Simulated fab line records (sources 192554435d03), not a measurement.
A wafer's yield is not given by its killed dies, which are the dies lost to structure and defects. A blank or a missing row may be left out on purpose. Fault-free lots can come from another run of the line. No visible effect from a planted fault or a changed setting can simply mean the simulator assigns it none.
A lot that was struck, set against a sound lot || flow n5Finfet || 39 out of 1938 route steps
Sound: these wafers, L238.3, L238.5, L238.6. Struck: wafers L239.2, L239.4. (L239.1 of the same lot was not struck and is left out.) The cause comes at the end.
Each step with rows lists, per side, the tool, then ch with its chambers, then its first start. Under that, the readings that differ: sound wafers || struck wafers || difference of the means || sigmas: that difference in standard deviations of wafers without a fault.
alike: readings whose means differ by less than 2 such deviations, and words and numbers that are the same on both sides. not compared: withheld readings, readings that some wafer has no value for, bounds like >300 that may hide the same value, and numbers for which the record gives no deviation and whose values overlap.
A row with sigmas, a row that says differs or no value, or rows on one side alone: a step with any of these is where the two part. Numbers that don't overlap but have no deviation are shown without sigmas and don't part them. A reading that every wafer of one side lacks parts them only if that side has two wafers or more.

first, 10 steps without rows for these wafers: N5_DUMMY_GATE_ETCH_23 (etches poly-Si in HBr/Cl2/O2, target depth 41 nm, time 22.3 s); N5_DUMMY_GATE_ETCH_44 (etches poly-Si in HBr/O2, stops on SiO2, target depth 127.5 nm); N5_DUMMY_GATE_ETCH_42 (etches SiO2 in CHF3/O2, target depth 3.5 nm, time 31 s); N5_DUMMY_GATE_STRIP_48 (strips in N2/H2, time 20 s); N5_DUMMY_GATE_PRECLEAN_33 (cleans in dHF, time 10 s); N5_DUMMY_GATE_PRECLEAN_25 (cleans in O3/DIW, time 45 s); N5_DUMMY_GATE_PRECLEAN_51 (cleans in SC2, time 45 s); N5_DUMMY_GATE_SRD_26 (time 30 s); N5_DUMMY_GATE_UV_OZONE_45 (time 120 s); N5_SPACER0_ALD_07 (deposits SiNx, target thk 2 nm).
N5_SPACER0_ALD_00: deposits SiOCN, target thk 3.5 nm, pulse time 3 s, purge time 2 s.
  sound on aldSin-02 ch 1,2,3, day 5 04:47; struck on aldSin-02 ch 1,2, day 5 12:33
{"reading": "aldCycles", "sound": "58 58 58", "struck": "41 41", "difference": -17, "sigmas": ""}
{"reading": "model.SiOCN_of_SPACER0_ALD_00.thkNm (nm)", "sound": "3.6 3.6 3.6", "struck": "2.4 2.4", "difference": -1.2, "sigmas": ""}
  alike: heaterPowerOuterW, heaterPowerW, precursorPulseHeightRel
then, 25 steps without rows for these wafers: N5_SPACER0_ALD_08 (deposits SiNx, target thk 2 nm); N5_SD_EPI_N_COAT_32 (time 60 s, resist thk 350 nm); N5_SD_EPI_N_COAT_33 (time 60 s, resist thk 35 nm); N5_SD_EPI_N_COAT_03 (resist thk 150 nm); N5_SD_EPI_N_EBR_05; N5_SD_EPI_N_SOFTBAKE_04 (time 60 s); N5_SD_EPI_N_EXPOSE_06 (exposes mask SD N BLK, target cd 120 nm); N5_SD_EPI_N_PEB_07 (peb time 60 s); N5_SD_EPI_N_DEVELOP_08 (develop time 30 s); N5_SD_EPI_N_DESCUM_14 (chemistry O2, time 7.9 s); N5_SD_EPI_N_ETCH_34 (etches SiARC in CF4, target depth 45.5 nm, time 75.8 s); N5_SD_EPI_N_ETCH_35 (etches SOC in N2/H2, overetch 108 nm, time 486 s); N5_SD_EPI_N_STRIP_36 (strips in N2/H2); N5_SD_EPI_N_ETCHBACK_44 (etches SiNx in CH3F/O2, stops on SiO2, target depth 14.5 nm); N5_SD_EPI_N_ETCH_45 (etches SiOCN in CH3F/O2, target depth 6 nm); N5_SD_EPI_N_ETCH_16 (etches SiO2 in CHF3/O2, target depth 5 nm); N5_SD_EPI_N_STRIP_47 (strips in CHF3/O2); N5_SD_EPI_N_SD_RECESS_17 (chemistry HBr/Cl2/O2, target depth 41 nm, time 23.7 s, bt time 3 s); N5_SD_EPI_N_STRIP_38 (strips in N2/H2); N5_SD_EPI_N_WET_ETCH_43 (etches SiO2 in dHF, time 14 s, target depth 1.5 nm); N5_SD_EPI_N_STRIP_18 (strips in SPM, time 750 s); N5_SD_EPI_N_SRD_20 (time 30 s); N5_SD_EPI_N_PRECLEAN_48 (cleans in NF3:NH3, afs cycles 2, time 20 s, sublimation time 60 s); N5_SD_EPI_N_VAPOR_ETCH_50 (etches Si in HCl, time 54 s); N5_SD_EPI_N_EPI_21 (deposits Si:P, time 690 s).
N5_SD_EPI_P_PRECLEAN_32: cleans in dHF, time 10 s.
  sound on wetBench-06 ch 4,5,6, day 5 14:02; struck on wetBench-06 ch 0,3, day 5 22:36
{"reading": "model.SiOCN_of_SPACER0_ALD_00.thkNm (nm)", "sound": "3.4 3.4 3.4", "struck": "2.4 2.4", "difference": -1.0, "sigmas": ""}
-- here the record skips 4 days between the struck wafers' starts before and after, leaving off in module SD_EPI_P and picking up in module BEOL_M4 (first step shown: number 1111 of the route) --
N5_BEOL_M4_RC_MEAS_101:
  sound on prober-02 ch 0, day 9 19:34; struck on prober-02 ch 0, day 9 22:49
{"reading": "DIBL_N (mV/V)", "sound": "37.2 35.6 35.9", "struck": "43.9 42.2", "difference": "+6.8", "sigmas": "+7"}
{"reading": "DIBL_P (mV/V)", "sound": "37.5 35.5 35.8", "struck": "41.6 40.2", "difference": "+4.6", "sigmas": "+3"}
{"reading": "IOFF_N (nA/um)", "sound": "0.185 0.149 0.148", "struck": "0.281 0.245", "difference": "+0.102", "sigmas": "+5"}
{"reading": "IOFF_N_85C (nA/um)", "sound": "3.4 2.8 2.8", "struck": "5.0 4.4", "difference": "+1.7", "sigmas": "+5"}
{"reading": "IOFF_N_LIN (nA/um)", "sound": "0.081 0.068 0.068", "struck": "0.114 0.105", "difference": "+0.037", "sigmas": "+4"}
{"reading": "IOFF_P (nA/um)", "sound": "0.213 0.183 0.178", "struck": "0.381 0.334", "difference": "+0.166", "sigmas": "+7"}
{"reading": "IOFF_P_85C (nA/um)", "sound": "3.6 3.2 3.1", "struck": "5.9 5.3", "difference": "+2.3", "sigmas": "+6"}
{"reading": "IOFF_P_LIN (nA/um)", "sound": "0.097 0.088 0.085", "struck": "0.163 0.147", "difference": "+0.065", "sigmas": "+6"}
{"reading": "ION_N (uA/um)", "sound": "680 675 672", "struck": "707 716", "difference": "+36", "sigmas": "+4"}
{"reading": "ION_P (uA/um)", "sound": "455 462 452", "struck": "485 488", "difference": "+30", "sigmas": "+5"}
{"reading": "REXT_N (ohm.um)", "sound": "72.2 73.3 72.3", "struck": "68.5 67.7", "difference": -4.5, "sigmas": -3}
{"reading": "REXT_P (ohm.um)", "sound": "99.2 97.8 98.0", "struck": "89.1 88.6", "difference": -9.5, "sigmas": -4}
{"reading": "SS_N (mV/dec)", "sound": "71.5 71.3 71.0", "struck": "73.3 72.1", "difference": "+1.4", "sigmas": "+3"}
{"reading": "VT_N (mV)", "sound": "246.9 248.9 251.5", "struck": "241.6 240.6", "difference": -8.0, "sigmas": -3}
{"reading": "VT_N_LVT (mV)", "sound": "96.3 99.7 99.2", "struck": "88.9 90.0", "difference": -9.0, "sigmas": -3}
{"reading": "VT_P (mV)", "sound": "-251.7 -252.8 -255.5", "struck": "-240.9 -241.1", "difference": "+12.3", "sigmas": "+4"}
{"reading": "VT_P_LVT (mV)", "sound": "-101.0 -102.5 -102.9", "struck": "-88.5 -88.8", "difference": "+13.5", "sigmas": "+5"}
  alike: SS_P
-- a jump in the record: the struck wafers' starts before and after are 4 days apart (it breaks off in module BEOL_M4 and resumes in module PASSIVATION, where the first step shown is number 1936 of the route) --
N5_PASSIVATION_PROBE_49:
  sound: prober-02 at day 14 03:20; struck: prober-02 at day 14 06:34
  alike: defectLimitedYield, killed_at_M0_to_M3, killed_at_M4_up, killedAtContacts, killedAtFrontEnd, killedAtOther, killedDies, killedOpen, killedShort, sort_bin_5_function, sort_bin_6_memory, sortNPass, sortYieldPct
  not compared: sort_bin_4_leakage

## WHERE THEY PART
Only at N5_BEOL_M4_RC_MEAS_101, as far as this record shows. Later steps at which nothing parts them and some readings are alike: N5_PASSIVATION_PROBE_49.

WHY: the cause the simulator had injected
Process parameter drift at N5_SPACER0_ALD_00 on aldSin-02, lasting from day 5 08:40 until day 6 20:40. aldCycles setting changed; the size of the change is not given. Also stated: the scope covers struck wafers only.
